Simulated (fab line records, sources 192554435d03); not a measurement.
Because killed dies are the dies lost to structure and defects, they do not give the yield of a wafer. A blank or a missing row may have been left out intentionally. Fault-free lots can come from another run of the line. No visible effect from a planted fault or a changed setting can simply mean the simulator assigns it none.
One fault through the eyes of 3 desks | flow n5Finfet | every desk sees just its own numbers, and what lay behind them comes last

## FROM THE METROLOGY DESK
What the gauges read, lot by lot, whatever tool the lot ran on: means of the sampled wafers that have a number. Marked OUT: a lot whose mean sits more than 4 standard deviations from the usual mean, which makes it out of limits; the brackets give that distance. Only the readings that lie furthest out on some lot appear, 7 of the 11 it has.
Columns: A = cdNm at N5_MOL_CONTACT_COAG_CD_MEAS_137, usual 16.1 nm; B = DIBL_N at N5_BEOL_M4_RC_MEAS_101, usual 36.4 mV/V; C = IOFF_P at N5_BEOL_M4_RC_MEAS_101, usual 0.21 nA/um; D = SS_N at N5_BEOL_M4_RC_MEAS_101, usual 71.5 mV/dec; E = SS_P at N5_BEOL_M4_RC_MEAS_101, usual 73.2 mV/dec; F = VT_N at N5_BEOL_M4_RC_MEAS_101, usual 250 mV; G = VT_P at N5_BEOL_M4_RC_MEAS_101, usual -250 mV
lot  | first seen here | A    | B    | C    | D    | E    | F   | G
L675 | day 5 19:37     | 16.2 | 36.3 | 0.20 | 71.3 | 73.4 | 250 | -252
L677 | day 5 20:21     | 15.9 | 36.0 | 0.22 | 71.1 | 73.1 | 251 | -248
L679 | day 6 11:39     | 15.6 | 35.7 | 0.23 | 71.3 | 73.5 | 246 | -250
L684 | day 7 14:19     | 15.9 | 38.2 | 0.27 | 71.7 | 74.2 | 248 | -244
L686 | day 8 02:58     | 16.0 | 35.3 | 0.18 | 70.7 | 73.3 | 254 | -253
L691 | day 9 06:16     | 15.9 | 33.8 | 0.18 | 70.4 | 73.2 | 251 | -250
L694 | day 10 00:20    | 16.4 | 37.5 | 0.23 | 71.8 | 73.6 | 247 | -249
L695 | day 10 05:32    | 16.2 | 38.9 | 0.23 | 71.6 | 73.3 | 246 | -249
L697 | day 10 14:20    | 16.1 | 35.5 | 0.22 | 71.4 | 73.2 | 251 | -249
L698 | day 11 01:47    | 16.4 | 34.2 | 0.23 | 71.2 | 73.1 | 251 | -246
Result from this desk: across the 10 lots, nothing is out of limits.

## THE DEFECT DESK
Inspection counts along the route, by lot: the mean over sampled wafers that carry a number. Marked OUT: a lot whose mean sits more than 4 standard deviations from the usual mean, which makes it out of limits; the brackets give that distance.
Columns: A = rawDefectCount at N5_MOL_CONTACT_COAG_INSPECT_42, usual 220
lot  | first seen here | A
L675 | day 5 20:02     | 247
L677 | day 5 20:53     | 190
L679 | day 6 12:05     | 293
L684 | day 7 14:44     | 190
L686 | day 8 03:23     | 250
L691 | day 9 06:40     | 232
L694 | day 10 00:53    | 208
L695 | day 10 06:04    | 194
L697 | day 10 14:44    | 188
L698 | day 11 02:13    | 219
Result from this desk: across the 10 lots, nothing is out of limits.

## DESK OF THE TOOL OWNER: rieDiel-03
The tool's own readings at N5_MOL_CONTACT_COAG_ETCH_65 (etches underlayer in N2/H2, target depth 13 nm, time 10.4 s): means of the sampled wafers that have a number, for each lot that ran on this tool. Marked OUT: a lot whose mean sits more than 4 standard deviations from the usual mean, which makes it out of limits; the brackets give that distance.
Columns: A = drypumpMotorCurrentA at N5_MOL_CONTACT_COAG_ETCH_65, usual 5.7 A; B = etchRfOnTimeS at N5_MOL_CONTACT_COAG_ETCH_65, usual 10.51 s; C = oesProductAu at N5_MOL_CONTACT_COAG_ETCH_65, usual 0.67 a.u.; D = rfVppV at N5_MOL_CONTACT_COAG_ETCH_65, usual 524 V; E = showerheadPlenumPTorr at N5_MOL_CONTACT_COAG_ETCH_65, usual 2.55 Torr; F = throttleValvePct at N5_MOL_CONTACT_COAG_ETCH_65, usual 17.93 %
lot  | first seen here | A   | B               | C    | D   | E    | F
L675 | day 5 20:14     | 5.9 | 10.61           | 0.65 | 525 | 2.58 | 17.89
L677 | day 5 21:01     | 5.6 | 10.49           | 0.60 | 523 | 2.49 | 18.17
L679 | day 6 12:09     | 6.2 | 8.82 (-8.0) OUT | 0.76 | 528 | 2.66 | 17.95
L684 | day 7 14:47     | 5.5 | 7.17 (-16) OUT  | 0.90 | 526 | 2.56 | 17.88
L686 | day 8 03:28     | 6.0 | 8.92 (-7.6) OUT | 0.75 | 525 | 2.54 | 17.70
L695 | day 10 06:08    | 6.2 | 10.62           | 0.66 | 525 | 2.58 | 17.66
L697 | day 10 14:57    | 5.6 | 10.17           | 0.75 | 525 | 2.58 | 17.94
This desk finds L679, L684, L686 out of limits, L679 being first, at day 6 12:09 (etchRfOnTimeS at N5_MOL_CONTACT_COAG_ETCH_65). Within limits: L675, L677, L695, L697.

## PUT TOGETHER
An alarm could have come from the tool owner's desk at day 6 12:09, on L679, L684, L686.
Metrology desk: nothing out of limits seen.
No out-of-limits result turned up at the defect desk.
The metrology desk has L679, L684, L686 on record, within its limits.
The defect desk has L679, L684, L686 on record, within its limits.
N5_MOL_CONTACT_COAG_ETCH_65 was run on rieDiel-03 by each of the lots named.

## WHAT WAS PUT IN BY THE SIMULATOR
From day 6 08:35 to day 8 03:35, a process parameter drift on rieDiel-03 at N5_MOL_CONTACT_COAG_ETCH_65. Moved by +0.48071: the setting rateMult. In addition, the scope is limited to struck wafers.
Lots struck among those shown: L679, L684, L686.
Delay in hours, fault start to first out-of-limits reading, by desk: the tool owner's desk at 4.
